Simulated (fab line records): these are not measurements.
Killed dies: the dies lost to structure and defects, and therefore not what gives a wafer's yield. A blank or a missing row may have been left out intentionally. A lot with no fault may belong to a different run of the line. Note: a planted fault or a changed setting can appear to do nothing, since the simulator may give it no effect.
fab line records | flow nandHarc
record lots=14 | wafers=38 | lastDay=34
route steps=1302 shown P_M2@328 P_BONDPAD@351 END@1302
lots that met no fault: from a run of the same line without faults
startH: the number of hours between the record's first day and the start of the first shown wafer of the lot | waitH: how many hours have passed since the lot's step before this one | " identical to the entry in the row above | L1.1+2: a single row standing in for several wafers | - no value, or no start was given | * or withheld: withheld | < > ~ a bound
route shown NAME@n: NAME is a module with steps in the file, n the number in the route of the first one | usual: average and standard deviation across the fault-free wafers | same: alike in all rows | chamber/n: place in a boat | sites: the reading at each site | _std_site: their standard deviation | _edge_site: mean of outer sites minus mean of inner sites | radiusMm: how far each site lies from the wafer's centre | mask NAME#n: copy n | behind: the most recent tool/chamber to have shaped the wafer | hold: the reason the lot was held/the length of the hold in hours/how it ended | device: the n, p or np transistor that did not switch | end of line: the same wafers' tests at the end of the route | for a step that has no rows: nothing shown but its recipe | killed: at the first sort, the dies lost to defects and structure; wafer yield is something else | map: per-die view of a wafer (x killed, . not killed, _ where there is no die)
set.NAME: setting as actually run; set.NAME@STEP: the setting as run at that earlier step | model.NAME: the simulator's own value behind a step, which no gauge read
steps of the route over a sample of lots; a table a step, a row a wafer
services: the hour from which a tool's chamber was out of use, counted from the record's first day as startH (under 0 if before that day), plus the number of hours and why
## steps
# step NHARC_P_M2_CD_MEAS_09
# recipe targetCdNm=170 | landingEnergyEv=500
# usual cdNm=170.0/0.7
lot.wafer | tool     | chamber | startH | waitH | cdNm
L463.1    | cdSem-03 | 0       | 126.04 | -     | 170.3
L463.2    | "        | 0       | "      | "     | 170.8
L463.6    | "        | 0       | "      | "     | 170.0
L465.1    | cdSem-03 | 0       | 146.37 | -     | 169.7
L465.2    | "        | 0       | "      | "     | 169.3
L465.6    | "        | 0       | "      | "     | 169.7
L464.3    | cdSem-03 | 0       | 146.86 | -     | 169.9
L464.4    | "        | 0       | "      | "     | 170.6
L464.6    | "        | 0       | "      | "     | 170.0
L467.1    | cdSem-03 | 0       | 166.82 | -     | 169.8
L467.3    | "        | 0       | "      | "     | 169.4
L467.6    | "        | 0       | "      | "     | 170.1
L468.4    | cdSem-03 | 0       | 183.45 | -     | 170.4
L468.5    | "        | 0       | "      | "     | 170.6
L468.6    | "        | 0       | "      | "     | 169.2
L469.1    | cdSem-01 | 0       | 193.29 | -     | 170.3
L469.2    | "        | 0       | "      | "     | 169.7
L469.5    | "        | 0       | "      | "     | 170.7
L471.3    | cdSem-01 | 0       | 212.49 | -     | 170.1
L471.5    | "        | 0       | "      | "     | 170.1
L471.6    | "        | 0       | "      | "     | 169.8
L472.1    | cdSem-01 | 0       | 232.64 | -     | 169.1
L472.3    | "        | 0       | "      | "     | 168.3
L472.6    | "        | 0       | "      | "     | 169.7
L477.5    | cdSem-01 | 0       | 276.09 | -     | 168.9
L479.5    | cdSem-03 | 0       | 288.08 | -     | 168.9
L481.1    | cdSem-02 | 0       | 307.47 | -     | 169.6
L481.3    | "        | 0       | "      | "     | 170.3
L481.4    | "        | 0       | "      | "     | 169.6
L482.1    | cdSem-01 | 0       | 317.82 | -     | 171.3
L482.3    | "        | 0       | "      | "     | 170.8
L482.4    | "        | 0       | "      | "     | 170.2
L484.1    | cdSem-03 | 0       | 343.64 | -     | 170.9
L484.2    | "        | 0       | "      | "     | 171.9
L484.3    | "        | 0       | "      | "     | 171.3
L486.2    | cdSem-01 | 0       | 358.57 | -     | 169.8
L486.3    | "        | 0       | "      | "     | 169.7
L486.4    | "        | 0       | "      | "     | 169.5
# step NHARC_P_M2_DEP_33
# recipe targetThkA=300 | tempC=370 | targetThkNm=30 | pressureTorr=3 | flowSccm=200 | rfW=450 | material=SiCN
# usual heaterPowerW=573/56 | rfFwdPowerW=448.9/1.2
lot.wafer | tool     | chamber | startH | waitH | heaterPowerW | rfFwdPowerW
L463.1    | pecvd-01 | 2       | 128.99 | 0.1   | 595          | 450.5
L463.2    | "        | 0       | "      | "     | 561          | 449.8
L463.6    | "        | 0       | "      | "     | 533          | 448.8
L465.1    | pecvd-04 | 2       | 149.28 | 0.1   | 529          | 448.4
L465.2    | "        | 0       | "      | "     | 473          | 447.4
L465.6    | "        | 1       | "      | "     | 701          | 448.7
L464.3    | pecvd-01 | 2       | 150.27 | 0.1   | 640          | 448.1
L464.4    | "        | 0       | "      | "     | 523          | 447.0
L464.6    | "        | 1       | "      | "     | 605          | 450.8
L467.3    | pecvd-04 | 2       | 169.79 | 0.1   | 475          | 449.1
L467.1    | "        | 0       | "      | "     | 525          | 449.8
L467.6    | "        | 0       | "      | "     | 542          | 449.5
L468.5    | pecvd-04 | 0       | 186.53 | 0.2   | 473          | 448.7
L468.6    | "        | 1       | "      | "     | 573          | 447.6
L468.4    | "        | 2       | "      | "     | 483          | 448.8
L469.1    | pecvd-02 | 1       | 196.56 | 0.1   | 648          | 449.0
L469.2    | "        | 0       | "      | "     | 590          | 447.5
L469.5    | "        | 2       | "      | "     | 634          | 448.5
L471.3    | pecvd-01 | 0       | 215.45 | 0.1   | 521          | 447.8
L471.5    | "        | 2       | "      | "     | 609          | 450.2
L471.6    | "        | 1       | "      | "     | 581          | 448.6
L472.3    | pecvd-01 | 0       | 235.81 | 0.1   | 496          | 449.4
L472.1    | "        | 2       | "      | "     | 554          | 448.2
L472.6    | "        | 2       | "      | "     | 561          | 447.9
L477.5    | pecvd-02 | 0       | 279.25 | 0.2   | 552          | 448.5
L479.5    | pecvd-04 | 1       | 291.25 | 0.2   | 598          | 449.2
L481.3    | pecvd-02 | 2       | 310.40 | 0.1   | 645          | 447.4
L481.1    | "        | 0       | "      | "     | 552          | 447.1
L481.4    | "        | 0       | "      | "     | 559          | 448.3
L482.1    | pecvd-02 | 2       | 320.72 | 0.1   | 655          | 448.5
L482.3    | "        | 0       | "      | "     | 585          | 446.1
L482.4    | "        | 1       | "      | "     | 618          | 449.1
L484.3    | pecvd-02 | 0       | 346.55 | 0.1   | 525          | 449.3
L484.2    | "        | 1       | "      | "     | 611          | 448.5
L484.1    | "        | 2       | "      | "     | 533          | 449.0
L486.2    | pecvd-04 | 1       | 361.59 | 0.1   | 592          | 449.6
L486.3    | "        | 2       | "      | "     | 556          | 448.1
L486.4    | "        | 1       | "      | "     | 600          | 448.9
# step NHARC_P_BONDPAD_DEP_00
# recipe targetThkA=2500 | tempC=370 | targetThkNm=250 | pressureTorr=3 | flowSccm=200 | rfW=450 | material=SiCN
# usual heaterPowerW=564/58 | rfFwdPowerW=449.2/1.3
lot.wafer | tool     | chamber | startH | waitH | heaterPowerW | rfFwdPowerW
L463.1    | pecvd-02 | 0       | 129.40 | -     | 556          | 448.0
L463.2    | "        | 2       | "      | "     | 606          | 448.8
L463.6    | "        | 1       | "      | "     | 567          | 450.7
L465.2    | pecvd-02 | 1       | 149.70 | -     | 637          | 448.4
L465.1    | "        | 0       | "      | "     | 545          | 448.5
L465.6    | "        | 1       | "      | "     | 515          | 448.8
L464.3    | pecvd-01 | 1       | 150.66 | -     | 508          | 448.5
L464.6    | "        | 0       | "      | "     | 489          | 449.7
L464.4    | "        | 1       | "      | "     | 520          | 448.1
L467.3    | pecvd-02 | 2       | 170.16 | -     | 631          | 447.8
L467.1    | "        | 0       | "      | "     | 510          | 449.0
L467.6    | "        | 2       | "      | "     | 643          | 448.6
L468.4    | pecvd-02 | 2       | 186.95 | -     | 621          | 450.2
L468.6    | "        | 0       | "      | "     | 566          | 449.3
L468.5    | "        | 1       | "      | "     | 569          | 451.6
L469.2    | pecvd-04 | 0       | 196.97 | -     | 530          | 450.9
L469.1    | "        | 2       | "      | "     | 557          | 450.3
L469.5    | "        | 2       | "      | "     | 538          | 450.2
L471.3    | pecvd-02 | 1       | 215.87 | -     | 553          | 451.1
L471.5    | "        | 0       | "      | "     | 599          | 448.8
L471.6    | "        | 1       | "      | "     | 537          | 448.9
L472.3    | pecvd-04 | 1       | 236.22 | -     | 653          | 448.3
L472.1    | "        | 0       | "      | "     | 516          | 449.4
L472.6    | "        | 1       | "      | "     | 664          | 450.6
L477.5    | pecvd-02 | 1       | 279.61 | -     | 560          | 447.8
L479.5    | pecvd-02 | 2       | 291.62 | -     | 556          | 448.3
L481.1    | pecvd-04 | 1       | 310.81 | -     | 654          | 447.5
L481.3    | "        | 0       | "      | "     | 505          | 448.8
L481.4    | "        | 0       | "      | "     | 506          | 448.8
L482.3    | pecvd-04 | 0       | 321.14 | -     | 521          | 448.3
L482.1    | "        | 1       | "      | "     | 693          | 449.1
L482.4    | "        | 1       | "      | "     | 705          | 449.6
L484.3    | pecvd-01 | 0       | 346.96 | -     | 462          | 447.4
L484.1    | "        | 1       | "      | "     | 588          | 447.8
L484.2    | "        | 2       | "      | "     | 572          | 448.2
L486.3    | pecvd-02 | 1       | 361.96 | -     | 634          | 451.9
L486.2    | "        | 0       | "      | "     | 499          | 448.9
L486.4    | "        | 1       | "      | "     | 502          | 449.2
# step NHARC_P_BONDPAD_THK_MEAS_33
# recipe thkMeasGauge=ellipsometry
# usual thkNm=200.7/1.4
lot.wafer | tool         | chamber | startH | waitH | hold                    | thkNm
L463.1    | filmMetro-02 | -       | 130.06 | 0.2   | -                       | 200.2
L463.2    | "            | -       | "      | "     | -                       | 200.7
L463.6    | "            | -       | "      | "     | -                       | 200.9
L465.1    | filmMetro-02 | -       | 150.35 | 0.1   | -                       | 201.3
L465.2    | "            | -       | "      | "     | -                       | 200.5
L465.6    | "            | -       | "      | "     | -                       | 201.0
L464.3    | filmMetro-01 | -       | 151.23 | 0.2   | -                       | 199.8
L464.4    | "            | -       | "      | "     | -                       | 203.1
L464.6    | "            | -       | "      | "     | -                       | 200.9
L467.1    | filmMetro-02 | -       | 170.82 | 0.2   | -                       | 198.2
L467.3    | "            | -       | "      | "     | -                       | 201.1
L467.6    | "            | -       | "      | "     | -                       | 199.6
L468.4    | filmMetro-01 | -       | 187.48 | 0.2   | -                       | 201.0
L468.5    | "            | -       | "      | "     | -                       | 200.6
L468.6    | "            | -       | "      | "     | -                       | 200.1
L469.1    | filmMetro-01 | -       | 197.63 | 0.2   | -                       | 199.4
L469.2    | "            | -       | "      | "     | -                       | 202.2
L469.5    | "            | -       | "      | "     | -                       | 201.1
L471.3    | filmMetro-02 | -       | 216.48 | 0.2   | -                       | 203.1
L471.5    | "            | -       | "      | "     | -                       | 201.1
L471.6    | "            | -       | "      | "     | -                       | 199.8
L472.1    | filmMetro-01 | -       | 236.88 | 0.2   | -                       | 201.1
L472.3    | "            | -       | "      | "     | -                       | 199.1
L472.6    | "            | -       | "      | "     | -                       | 199.1
L477.5    | filmMetro-02 | -       | 280.08 | 0.1   | awaitDispo/0.2h/release | 141.9
L477.5    | filmMetro-02 | -       | 280.25 | 0.2   | -                       | 141.1
L479.5    | filmMetro-01 | -       | 292.10 | 0.1   | awaitDispo/0.2h/release | 138.3
L479.5    | filmMetro-01 | -       | 292.27 | 0.2   | -                       | 137.4
L481.1    | filmMetro-01 | -       | 311.47 | 0.2   | -                       | 199.2
L481.3    | "            | -       | "      | "     | -                       | 202.7
L481.4    | "            | -       | "      | "     | -                       | 200.5
L482.1    | filmMetro-02 | -       | 321.79 | 0.2   | -                       | 201.0
L482.3    | "            | -       | "      | "     | -                       | 203.2
L482.4    | "            | -       | "      | "     | -                       | 202.2
L484.1    | filmMetro-02 | -       | 347.61 | 0.1   | -                       | 203.1
L484.2    | "            | -       | "      | "     | -                       | 200.4
L484.3    | "            | -       | "      | "     | -                       | 199.8
L486.2    | filmMetro-01 | -       | 362.62 | 0.2   | -                       | 201.5
L486.3    | "            | -       | "      | "     | -                       | 200.9
L486.4    | "            | -       | "      | "     | -                       | 200.2
# step NHARC_P_BONDPAD_CD_MEAS_09
# recipe targetCdNm=500 | landingEnergyEv=500
# usual cdNm=500.8/2
lot.wafer | tool     | chamber | startH | waitH | cdNm
L463.1    | cdSem-01 | 0       | 130.63 | -     | 502.4
L463.2    | "        | 0       | "      | "     | 503.2
L463.6    | "        | 0       | "      | "     | 504.2
L465.1    | cdSem-03 | 0       | 150.92 | -     | 499.5
L465.2    | "        | 0       | "      | "     | 503.4
L465.6    | "        | 0       | "      | "     | 500.0
L464.3    | cdSem-01 | 0       | 151.81 | -     | 500.6
L464.4    | "        | 0       | "      | "     | 496.9
L464.6    | "        | 0       | "      | "     | 499.7
L467.1    | cdSem-03 | 0       | 171.38 | -     | 499.0
L467.3    | "        | 0       | "      | "     | 496.0
L467.6    | "        | 0       | "      | "     | 496.9
L468.4    | cdSem-02 | 0       | 188.05 | -     | 503.3
L468.5    | "        | 0       | "      | "     | 501.6
L468.6    | "        | 0       | "      | "     | 502.1
L469.1    | cdSem-03 | 0       | 198.20 | -     | 500.7
L469.2    | "        | 0       | "      | "     | 498.9
L469.5    | "        | 0       | "      | "     | 500.7
L471.3    | cdSem-02 | 0       | 217.05 | -     | 498.5
L471.5    | "        | 0       | "      | "     | 497.6
L471.6    | "        | 0       | "      | "     | 500.9
L472.1    | cdSem-01 | 0       | 237.32 | -     | 499.3
L472.3    | "        | 0       | "      | "     | 503.2
L472.6    | "        | 0       | "      | "     | 502.2
L477.5    | cdSem-02 | 0       | 282.37 | -     | 498.6
L479.5    | cdSem-02 | 0       | 296.42 | -     | 503.0
L481.1    | cdSem-02 | 0       | 312.03 | -     | 501.6
L481.3    | "        | 0       | "      | "     | 499.8
L481.4    | "        | 0       | "      | "     | 499.9
L482.1    | cdSem-03 | 0       | 322.36 | -     | 499.4
L482.3    | "        | 0       | "      | "     | 501.1
L482.4    | "        | 0       | "      | "     | 503.3
L484.1    | cdSem-03 | 0       | 348.07 | -     | 499.9
L484.2    | "        | 0       | "      | "     | 503.3
L484.3    | "        | 0       | "      | "     | 500.6
L486.2    | cdSem-01 | 0       | 363.08 | -     | 498.3
L486.3    | "        | 0       | "      | "     | 500.6
L486.4    | "        | 0       | "      | "     | 500.6
# step NHARC_END_SORT_01
# recipe tempC=25
# usual defectLimitedYield=91/3.2 | killedAtArray=53/21 | killedAtOther=1.1/1.5 | killedAtPeriphery=3.9/2.7 | killedDies=58/21 | killedOpen=3.4/1.9 | killedShort=2.3/1.5
# same grossDies=677
lot.wafer | tool      | chamber | startH | waitH | defectLimitedYield[%] | killedAtArray | killedAtOther | killedAtPeriphery | killedDies | killedOpen | killedShort
L464.3    | prober-01 | 0       | 582.54 | 3.1   | 89                    | 68            | 1             | 5                 | 74         | 3          | 2
L464.4    | prober-01 | 0       | 583.35 | 3.4   | 87                    | 86            | 0             | 2                 | 88         | 4          | 0
L464.6    | prober-01 | 0       | 584.97 | 4.0   | 91                    | 61            | 0             | 2                 | 63         | 3          | 0
L467.1    | prober-01 | 0       | 594.00 | 2.5   | 90                    | 64            | 1             | 4                 | 69         | 5          | 3
L467.3    | prober-01 | 0       | 595.56 | 3.1   | 89                    | 70            | 2             | 2                 | 74         | 5          | 1
L467.6    | prober-01 | 0       | 597.90 | 3.9   | 89                    | 71            | 1             | 5                 | 77         | 1          | 1
L468.4    | prober-02 | 0       | 622.86 | 3.4   | 91                    | 51            | 0             | 8                 | 59         | 3          | 1
L468.5    | prober-02 | 0       | 623.66 | 3.7   | 90                    | 62            | 0             | 7                 | 69         | 6          | 1
L468.6    | prober-02 | 0       | 624.46 | 4.0   | 90                    | 62            | 2             | 4                 | 68         | 2          | 1
L469.1    | prober-01 | 0       | 633.99 | 2.5   | 92                    | 48            | 0             | 4                 | 52         | 4          | 2
L469.2    | prober-01 | 0       | 634.78 | 2.8   | 92                    | 50            | 0             | 3                 | 53         | 1          | 3
L469.5    | prober-01 | 0       | 637.16 | 3.7   | 93                    | 50            | 0             | 0                 | 50         | 3          | 0
L471.3    | prober-01 | 0       | 649.88 | 3.1   | 96                    | 23            | 2             | 2                 | 27         | 2          | 2
L471.5    | prober-01 | 0       | 651.51 | 3.7   | 95                    | 29            | 4             | 1                 | 34         | 3          | 5
L471.6    | prober-01 | 0       | 652.32 | 4.1   | 95                    | 22            | 3             | 10                | 35         | 3          | 5
L472.1    | prober-01 | 0       | 687.87 | 2.5   | 97                    | 14            | 0             | 5                 | 19         | 0          | 1
L472.3    | prober-01 | 0       | 689.49 | 3.1   | 95                    | 30            | 1             | 6                 | 37         | 9          | 4
L472.6    | prober-01 | 0       | 691.92 | 4.1   | 97                    | 15            | 2             | 2                 | 19         | 2          | 1
L479.5    | prober-01 | 0       | 704.18 | 3.7   | 89                    | 73            | 0             | 4                 | 77         | 3          | 2
L477.5    | prober-02 | 0       | 706.85 | 3.7   | 90                    | 64            | 0             | 6                 | 70         | 3          | 2
L481.1    | prober-01 | 0       | 744.14 | 2.5   | 93                    | 42            | 1             | 5                 | 48         | 7          | 1
L481.3    | prober-01 | 0       | 745.76 | 3.1   | 95                    | 34            | 1             | 1                 | 36         | 2          | 5
L481.4    | prober-01 | 0       | 746.56 | 3.4   | 95                    | 30            | 0             | 4                 | 34         | 3          | 3
# killed by level:class
L464.3 A_SLIT:chamberFilmFlake=27 A_CHANNEL_HOLE_D1:chamberFilmFlake=25 A_CHANNEL_HOLE_D2:chamberFilmFlake=6 A_CHANNEL_FILL_D1:chamberFilmFlake=3 P_ZERO_WELL:chamberFilmFlake=2 P_GATE:chamberFilmFlake=1 P_CONTACT:geometricParticle:short=1 P_M0:geometricParticle:open=1
L464.4 A_CHANNEL_HOLE_D1:chamberFilmFlake=46 A_SLIT:chamberFilmFlake=26 A_CONTACT:chamberFilmFlake=4 A_CHANNEL_HOLE_D2:chamberFilmFlake=3 A_M0:geometricParticle:open=2 A_DECK1_JOINT:chamberFilmFlake=2 A_CHANNEL_FILL_D1:geometricParticle:open=1 A_WL_FILL:geometricParticle:open=1
L464.6 A_CHANNEL_HOLE_D1:chamberFilmFlake=27 A_SLIT:chamberFilmFlake=21 A_CHANNEL_HOLE_D2:chamberFilmFlake=7 A_CONTACT:chamberFilmFlake=2 P_STI:geometricParticle:open=1 A_WL_FILL:geometricParticle:open=1 A_M0:geometricParticle:open=1 P_ZERO_WELL:chamberFilmFlake=1
L467.1 A_CHANNEL_HOLE_D1:chamberFilmFlake=26 A_SLIT:chamberFilmFlake=19 A_CHANNEL_HOLE_D2:chamberFilmFlake=8 A_STAIRCASE:chamberFilmFlake=3 P_ZERO_WELL:chamberFilmFlake=2 A_CONTACT:chamberFilmFlake=2 P_CONTACT:geometricParticle:open=1 P_M0:geometricParticle:open=1
L467.3 A_CHANNEL_HOLE_D1:chamberFilmFlake=31 A_SLIT:chamberFilmFlake=19 A_CHANNEL_HOLE_D2:chamberFilmFlake=8 A_STAIRCASE:chamberFilmFlake=3 A_CONTACT:chamberFilmFlake=3 THIN_TSV:chamberFilmFlake=2 P_CONTACT:geometricParticle:open=1 A_SOURCE_PLATE:geometricParticle:open=1
L467.6 A_CHANNEL_HOLE_D1:chamberFilmFlake=33 A_SLIT:chamberFilmFlake=32 P_ZERO_WELL:chamberFilmFlake=4 A_CHANNEL_HOLE_D2:chamberFilmFlake=3 A_ONON_D1:geometricParticle:short=1 A_CONTACT:geometricParticle:open=1 P_M0:chamberFilmFlake=1 A_STAIRCASE:chamberFilmFlake=1
L468.4 A_SLIT:chamberFilmFlake=31 A_CHANNEL_HOLE_D2:chamberFilmFlake=6 P_BONDPAD:chamberFilmFlake=5 A_CONTACT:chamberFilmFlake=3 A_CHANNEL_HOLE_D1:chamberFilmFlake=2 A_CHANNEL_FILL_D1:chamberFilmFlake=2 A_WL_FILL:chamberFilmFlake=2 P_GATE:geometricParticle:open=1
L468.5 A_SLIT:chamberFilmFlake=27 A_CHANNEL_HOLE_D2:chamberFilmFlake=17 A_CONTACT:chamberFilmFlake=5 P_BONDPAD:chamberFilmFlake=3 A_CHANNEL_HOLE_D1:chamberFilmFlake=3 P_CONTACT:geometricParticle:open=2 A_CHANNEL_FILL_D2:chamberFilmFlake=2 P_M0:geometricParticle:short=1
L468.6 A_SLIT:chamberFilmFlake=28 A_CHANNEL_HOLE_D2:chamberFilmFlake=15 P_BONDPAD:chamberFilmFlake=4 A_CONTACT:chamberFilmFlake=4 A_M0:chamberFilmFlake=4 A_CHANNEL_HOLE_D1:chamberFilmFlake=3 A_CHANNEL_FILL_D1:chamberFilmFlake=3 A_M0:geometricParticle:open=2
L469.1 A_CHANNEL_HOLE_D2:chamberFilmFlake=27 A_CONTACT:chamberFilmFlake=7 A_STAIRCASE:chamberFilmFlake=5 A_CHANNEL_HOLE_D1:chamberFilmFlake=2 A_M1:chamberFilmFlake=2 P_CONTACT:geometricParticle:open=1 P_M0:geometricParticle:open=1 A_ONON_D1:geometricParticle:short=1
L469.2 A_CHANNEL_HOLE_D2:chamberFilmFlake=27 A_CHANNEL_FILL_D1:chamberFilmFlake=5 A_CONTACT:chamberFilmFlake=5 A_STAIRCASE:chamberFilmFlake=4 P_ZERO_WELL:chamberFilmFlake=3 A_SLIT:chamberFilmFlake=3 A_ONON_D1:geometricParticle:short=2 A_CHANNEL_HOLE_D1:chamberFilmFlake=2
L469.5 A_CHANNEL_HOLE_D2:chamberFilmFlake=22 A_CHANNEL_FILL_D1:chamberFilmFlake=7 A_CHANNEL_HOLE_D1:chamberFilmFlake=6 A_STAIRCASE:chamberFilmFlake=4 A_CONTACT:chamberFilmFlake=4 A_DECK1_JOINT:chamberFilmFlake=2 A_ONON_D1:geometricParticle:open=1 A_ONON_D2:geometricParticle:open=1
L471.3 A_CHANNEL_HOLE_D2:chamberFilmFlake=15 P_M2:chamberFilmFlake=2 A_CHANNEL_HOLE_D1:chamberFilmFlake=2 THIN_TSV:chamberFilmFlake=2 A_ONON_D2:geometricParticle:open=1 A_CHANNEL_FILL_D2:geometricParticle:short=1 A_WL_FILL:geometricParticle:short=1 A_M0:geometricParticle:open=1
L471.5 A_CHANNEL_HOLE_D2:chamberFilmFlake=17 A_CHANNEL_HOLE_D1:chamberFilmFlake=3 THIN_TSV:chamberFilmFlake=3 A_ONON_D1:geometricParticle:short=2 A_DECK1_JOINT:chamberFilmFlake=2 A_CHANNEL_FILL_D1:geometricParticle:open=1 A_ONON_D2:geometricParticle:short=1 A_CHANNEL_FILL_D2:geometricParticle:short=1
L471.6 A_CHANNEL_HOLE_D2:chamberFilmFlake=15 P_M2:chamberFilmFlake=4 A_DECK1_JOINT:chamberFilmFlake=3 THIN_TSV:chamberFilmFlake=3 P_M0:geometricParticle:short=2 P_GATE:chamberFilmFlake=2 P_GATE:geometricParticle:short=1 P_CONTACT:geometricParticle:open=1
L472.1 A_CHANNEL_HOLE_D1:chamberFilmFlake=5 P_STI:chamberFilmFlake=4 A_CHANNEL_HOLE_D2:chamberFilmFlake=2 A_SLIT:chamberFilmFlake=2 A_M0:chamberFilmFlake=2 A_M1:geometricParticle:short=1 P_GATE:chamberFilmFlake=1 A_ZERO_WELL:chamberFilmFlake=1
L472.3 A_CHANNEL_HOLE_D1:chamberFilmFlake=9 A_M0:chamberFilmFlake=3 A_CONTACT:chamberFilmFlake=3 P_CONTACT:geometricParticle:open=2 A_CHANNEL_FILL_D1:geometricParticle:open=2 P_STI:chamberFilmFlake=2 A_DECK1_JOINT:chamberFilmFlake=2 P_M0:geometricParticle:open=1
L472.6 A_CHANNEL_HOLE_D1:chamberFilmFlake=4 A_M0:chamberFilmFlake=3 A_STAIRCASE:chamberFilmFlake=2 A_SLIT:chamberFilmFlake=2 A_CHANNEL_FILL_D1:geometricParticle:short=1 A_CONTACT:geometricParticle:open=1 STARTING-WAFER:geometricParticle:open=1 P_STI:chamberFilmFlake=1
L479.5 A_SLIT:chamberFilmFlake=30 A_CHANNEL_HOLE_D2:chamberFilmFlake=23 A_CHANNEL_HOLE_D1:chamberFilmFlake=8 A_CONTACT:chamberFilmFlake=5 A_CONTACT:geometricParticle:open=2 P_STI:chamberFilmFlake=2 A_SGD_CUT:chamberFilmFlake=2 A_CHANNEL_HOLE_D1:geometricParticle:open=1
L477.5 A_CHANNEL_HOLE_D1:chamberFilmFlake=30 A_CHANNEL_HOLE_D2:chamberFilmFlake=21 P_M0:chamberFilmFlake=5 A_BONDPAD:chamberFilmFlake=4 A_CHANNEL_FILL_D2:geometricParticle:open=2 A_CONTACT:chamberFilmFlake=2 A_CHANNEL_FILL_D1:geometricParticle:open=1 A_DECK1_JOINT:geometricParticle:short=1
L481.1 A_CHANNEL_HOLE_D1:chamberFilmFlake=16 A_SLIT:chamberFilmFlake=6 A_ZERO_WELL:chamberFilmFlake=4 A_CONTACT:chamberFilmFlake=4 A_CHANNEL_FILL_D1:geometricParticle:open=2 P_GATE:chamberFilmFlake=2 A_M1:chamberFilmFlake=2 A_WL_FILL:chamberFilmFlake=2
L481.3 A_CHANNEL_HOLE_D1:chamberFilmFlake=10 A_SLIT:chamberFilmFlake=5 A_CONTACT:chamberFilmFlake=4 A_M1:chamberFilmFlake=3 A_ONON_D2:geometricParticle:short=2 A_ZERO_WELL:chamberFilmFlake=2 A_WL_FILL:chamberFilmFlake=2 A_CHANNEL_FILL_D1:geometricParticle:open=1
L481.4 A_CHANNEL_HOLE_D1:chamberFilmFlake=9 A_SLIT:chamberFilmFlake=4 P_GATE:chamberFilmFlake=3 A_ZERO_WELL:chamberFilmFlake=3 A_M1:chamberFilmFlake=3 A_ONON_D2:geometricParticle:short=2 A_WL_FILL:chamberFilmFlake=2 A_CHANNEL_FILL_D1:geometricParticle:open=1
## services
tool     | chamber | startH | hours | kind
pecvd-01 | -       | 130.00 | 13.0  | pm
pecvd-01 | 0       | 130.00 | 13.0  | ventCycle
pecvd-01 | 1       | 130.00 | 13.0  | ventCycle
pecvd-01 | 2       | 130.00 | 13.0  | ventCycle
pecvd-01 | 0       | 143.00 | -     | clean
pecvd-02 | -       | 227.06 | 13.0  | pm
pecvd-02 | 0       | 227.06 | 13.0  | ventCycle
pecvd-02 | 1       | 227.06 | 13.0  | ventCycle
pecvd-02 | 2       | 227.06 | 13.0  | ventCycle
pecvd-02 | 0       | 240.06 | -     | clean
pecvd-02 | 1       | 240.06 | -     | clean
pecvd-02 | 2       | 240.06 | -     | clean
pecvd-01 | -       | 249.15 | 0.8   | repair
pecvd-04 | -       | 257.48 | 0.5   | repair
pecvd-04 | 2       | 258.07 | 5.4   | repair
pecvd-04 | -       | 269.26 | 13.0  | pm
pecvd-04 | 0       | 269.26 | 13.0  | ventCycle
pecvd-04 | 1       | 269.26 | 13.0  | ventCycle
pecvd-04 | 2       | 269.26 | 13.0  | ventCycle
pecvd-04 | 0       | 282.26 | -     | clean
pecvd-04 | 1       | 282.26 | -     | clean
pecvd-04 | 2       | 282.26 | -     | clean
pecvd-04 | -       | 297.73 | 1.1   | repair
pecvd-01 | -       | 311.00 | 13.0  | pm
## key
firstSign step=NHARC_P_BONDPAD_THK_MEAS_33 | reading=visit | direction=added
effect step=NHARC_P_BONDPAD_THK_MEAS_33 | reading=thkNm | direction=down | sigmas=43 | usual=200.7 | struck=140.1
metAt NHARC_P_BONDPAD_DEP_00
struckLots L477,L479
struckWafers L477.5,L479.5
notActingAt NHARC_P_M2_CD_MEAS_09,NHARC_P_M2_DEP_33,NHARC_P_BONDPAD_CD_MEAS_09
onsetBetween 215.87 279.61
fault kind=processParameterDrift | tool=pecvd-02 | chamber=- | onsetH=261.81 | steps=NHARC_P_BONDPAD_DEP_00 | channel=targetThkNm | offset=-110.75 | shape=step | endH=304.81 | scope=struckWafersOnly | actsIn=theseRecipesOnly | stated=250
